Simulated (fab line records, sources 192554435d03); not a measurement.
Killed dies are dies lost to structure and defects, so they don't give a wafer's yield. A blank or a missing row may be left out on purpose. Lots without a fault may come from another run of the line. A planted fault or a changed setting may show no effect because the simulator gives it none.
A struck lot beside a sound one | flow n5_finfet | 15 steps out of a route of 1938
Sound: wafers L807.2, L807.5, L807.6. Struck: wafers L798.2, L798.4, L798.5. The cause comes at the end.
At each step with rows: each side's tool, then ch and its chambers, then its first start. Under that, the readings that differ: sound wafers | struck wafers | difference of the means | sigmas: that difference in standard deviations of wafers without a fault.
alike: readings whose means differ by less than 2 such deviations, and words and numbers that are the same on both sides. not compared: withheld readings, readings that some wafer has no value for, bounds like >300 that may hide the same value, and numbers for which the record gives no deviation and whose values overlap.
The two part at a step that has a row with sigmas, a row that says differs or no value, or rows on one side only. Numbers that don't overlap but have no deviation are shown without sigmas and don't part them. A reading that every wafer of one side lacks parts them only if that side has two wafers or more.

first, 1 step without rows for these wafers: N5_MOL_CONTACT_COAG_DESCUM_13 (chemistry O2, time 7 s).
N5_MOL_CONTACT_COAG_ETCH_59: etches underlayer in N2/H2, target depth 13 nm, time 10.4 s.
  sound on rie_diel-06 ch 2,3, day 8 05:07; struck on rie_diel-02 ch 0,1,2, day 6 00:29
  alike: drypump_motor_current_A, etch_rf_on_time_s, h2_flow_sccm, oes_product_au, rf_fwd_power_W, rf_vpp_V, showerhead_plenum_p_Torr, throttle_valve_pct
  not compared: rf_hours_counter_h
then, 1 step without rows for these wafers: N5_MOL_CONTACT_COAG_ETCH_105 (etches SiARC in CF4, target depth 15.6 nm, time 26 s).
N5_MOL_CONTACT_COAG_ETCH_106: etches SOC in N2/H2, target depth 80 nm, overetch 16 nm, time 120 s.
  sound on rie_diel-06 ch 2,3, day 8 05:10; struck on rie_diel-02 ch 0,1,2, day 6 00:32
  alike: drypump_motor_current_A, h2_flow_sccm, oes_product_au, rf_fwd_power_W, rf_vpp_V, showerhead_plenum_p_Torr, throttle_valve_pct
  not compared: rf_hours_counter_h
then, 2 steps without rows for these wafers: N5_MOL_CONTACT_COAG_STRIP_107 (strips in N2/H2); N5_MOL_CONTACT_COAG_STRIP_108 (strips in N2/H2).
N5_MOL_CONTACT_COAG_CONTACT_ETCH_14: etches SiO2 in C4F6/O2, target depth 27.5 nm, overetch 8.5 nm, time 20 s.
  sound on rie_diel-06 ch 2,3, day 8 05:16; struck on rie_diel-02 ch 0,1,2, day 6 00:38
  alike: drypump_motor_current_A, oes_product_au, rf_fwd_power_W, rf_vpp_V, showerhead_plenum_p_Torr, throttle_valve_pct
  not compared: rf_hours_counter_h
then, 1 step without rows for these wafers: N5_MOL_CONTACT_COAG_STRIP_109 (strips in C4F6/O2).
N5_MOL_CONTACT_COAG_ETCH_15: etches SiNx in CH3F/O2, stops on Si:P, target depth 7 nm.
  sound on rie_diel-06 ch 2,3, day 8 05:18; struck on rie_diel-02 ch 0,1,2, day 6 00:40
  alike: drypump_motor_current_A, oes_product_au, rf_fwd_power_W, rf_vpp_V, showerhead_plenum_p_Torr, throttle_valve_pct
  not compared: rf_hours_counter_h
N5_MOL_CONTACT_COAG_ETCH_110: etches Si in CF4/O2, target depth 2.5 nm, time 8 s.
  sound on rie_diel-06 ch 2,3, day 8 05:22; struck on rie_diel-02 ch 0,1,2, day 6 00:43
  alike: drypump_motor_current_A, oes_product_au, rf_fwd_power_W, rf_vpp_V, showerhead_plenum_p_Torr, throttle_valve_pct
  not compared: rf_hours_counter_h
then, 1 step without rows for these wafers: N5_MOL_CONTACT_COAG_STRIP_98 (strips in N2/H2).
N5_MOL_CONTACT_COAG_CD_MEAS_99: target cd 17.2 nm.
  sound on cd_sem-02, day 8 05:29; struck on cd_sem-03, day 6 00:50
  alike: cd_nm
N5_MOL_CONTACT_COAG_IMPLANT_129:
  sound on implanter-01 ch 0, day 8 05:32; struck on implanter-01, day 6 00:54
  no value came back on the struck wafers for beam_energy_keV, beam_on_s (s), dose_ions_cm2; on the sound wafers beam_energy_keV reads 2.9999 3.0008 3.0003
then, 1 step without rows for these wafers: N5_MOL_CONTACT_COAG_PRECLEAN_111 (cleans in NF3:NH3, afs cycles 1, time 20 s, sublimation time 60 s).
N5_PASSIVATION_PROBE_49:
  the record has rows for the sound wafers here (prober-01, day 16 16:43) and none for the struck ones

WHERE THEY PART
First at N5_MOL_CONTACT_COAG_IMPLANT_129; last, within this record, at N5_PASSIVATION_PROBE_49.

WHY: what the simulator had put in
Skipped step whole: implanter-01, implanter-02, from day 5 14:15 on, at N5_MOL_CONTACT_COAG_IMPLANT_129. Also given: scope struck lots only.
